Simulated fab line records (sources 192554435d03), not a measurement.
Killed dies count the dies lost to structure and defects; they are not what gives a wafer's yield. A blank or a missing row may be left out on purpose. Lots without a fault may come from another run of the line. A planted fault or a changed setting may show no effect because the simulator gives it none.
Comparing a struck lot with a sound one ; flow n5_finfet ; 16 out of 1938 route steps
Sound: wafers L672.1, L672.3, L672.6. Struck: wafers L684.3, L684.5. (L684.1 of the same lot was not struck and is left out.) The cause comes at the end.
For every step that has rows: the tool of each side, followed by ch and its chambers, followed by its first start. Under that, the readings that differ: sound wafers ; struck wafers ; difference of the means ; sigmas: that difference in standard deviations of wafers without a fault.
alike: words and numbers the same on both sides, and readings whose means are apart by under 2 such deviations; not compared: readings that were withheld, readings missing a value for some wafer, numbers with overlapping values and no deviation given by the record, and bounds like >300 which may hide the same value.
Wherever a step has rows on one side only, a row that says differs or no value, or a row with sigmas, the two part there. When numbers do not overlap yet have no deviation, they are printed without sigmas and do not part them. A reading missing from all wafers of one side parts the sides only when that side holds two or more wafers.

N5_BEOL_M1_ETCH_41: etches SiCN in CH3F/O2, target depth 31.9 nm, time 57.8 s.
  sound on rie_diel-06 ch 2,3; struck on rie_diel-06 ch 0,3
  alike: drypump_motor_current_A, oes_product_au, rf_vpp_V, showerhead_plenum_p_Torr, throttle_valve_pct
  not compared: rf_hours_counter_h
N5_BEOL_M1_STRIP_97: strips in N2/H2, time 10 s.
  sound on rie_diel-06 ch 2,3; struck on rie_diel-06 ch 0,3
  alike: drypump_motor_current_A, oes_product_au, rf_vpp_V, showerhead_plenum_p_Torr, throttle_valve_pct
  not compared: rf_hours_counter_h
N5_BEOL_M1_OCD_MEAS_38:
  sound on ocd-01 at day 6 11:45; struck on ocd-02 at day 9 20:04
  alike: trench_depth_nm
then, 4 steps without rows for these wafers: N5_BEOL_M1_HM_STRIP_39 (strips TiN in peroxide tin strip, target depth 25 nm, time 158 s); N5_BEOL_M1_SRD_40 (time 30 s); N5_BEOL_M1_PRECLEAN_42 (cleans in residue remover, time 60 s); N5_BEOL_M1_SRD_43 (time 30 s).
N5_BEOL_M1_CD_MEAS_35: target cd 18 nm, target cd y 21 nm.
  sound on cd_sem-02 at day 6 11:55; struck on cd_sem-02 at day 9 20:13
  alike: cd_nm
N5_BEOL_M1_DEGAS_44: time 60 s.
  sound on pvd_sputter-02 at day 6 12:01; struck on pvd_sputter-01 at day 9 20:36
  alike: heater_power_w
N5_BEOL_M1_PRE_CLEAN_45: time 30 s.
  sound on pvd_sputter-02 at day 6 12:04; struck on pvd_sputter-01 at day 9 20:38
  alike: heater_power_w
then, 1 step without rows for these wafers: N5_BEOL_M1_ALD_84 (deposits TaN, pulse time 2 s, purge time 3 s, co reactant purge time 2 s).
N5_BEOL_M1_SURFACE_TREAT_85:
  sound on pvd_sputter-02 at day 6 12:27; struck on pvd_sputter-01 at day 9 21:12
  not compared: throttle_valve_pct
N5_BEOL_M1_CVD_47: deposits Co from CCTBA/H2, target thk 3 nm, time 223.8 s.
  sound on cvd_co-02 ch 0,2, day 6 12:35; struck on cvd_co-01 ch 0,1, day 9 21:16
reading;sound;struck;difference;sigmas
run_length_s (s);247.2 246.7 246.4;196.9 196.3;-50.2;-82
then, 1 step without rows for these wafers: N5_BEOL_M1_SPUTTER_48 (material Cu, target thk 4.5 nm, time 8.29 s).
N5_BEOL_M4_RC_MEAS_101:
  sound on prober-01 ch 0, day 7 23:04; struck on prober-02 ch 0, day 11 07:49
reading;sound;struck;difference;sigmas
DIBL_P (mV/V);38.0 37.9 38.4;31.8 32.8;-5.8;-3
SS_N (mV/dec);72.1 71.8 71.1;69.9 70.9;-1.3;-2
VT_N (mV);249 245 248;256 255;+8;+2
  alike: DIBL_N, IOFF_N, IOFF_P, ION_N, ION_P, SS_P, VT_P
-- the record jumps here: 5 days lie between the struck wafers' starts before and after (it left off in module BEOL_M4 and takes up again in module PASSIVATION, whose first step shown is number 1936 of the route) --
N5_PASSIVATION_PROBE_49:
  sound on prober-01 at day 12 15:02; struck on prober-02 at day 15 20:07
  alike: defect_limited_yield, killed_at_M0_to_M3, killed_at_M4_up, killed_at_contacts, killed_at_front_end, killed_at_other, killed_dies, killed_on_rim, killed_open, killed_short, sort_bin_5_function, sort_bin_6_memory, sort_n_pass, sort_yield_pct

WHERE THEY PART
At N5_BEOL_M1_CVD_47 first; at N5_BEOL_M4_RC_MEAS_101 last (within this record only). Later steps at which nothing parts them and some readings are alike: N5_PASSIVATION_PROBE_49.

WHY: what had been put in by the simulator
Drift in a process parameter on cvd_co-01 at N5_BEOL_M1_CVD_47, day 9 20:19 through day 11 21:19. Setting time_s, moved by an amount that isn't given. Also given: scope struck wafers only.
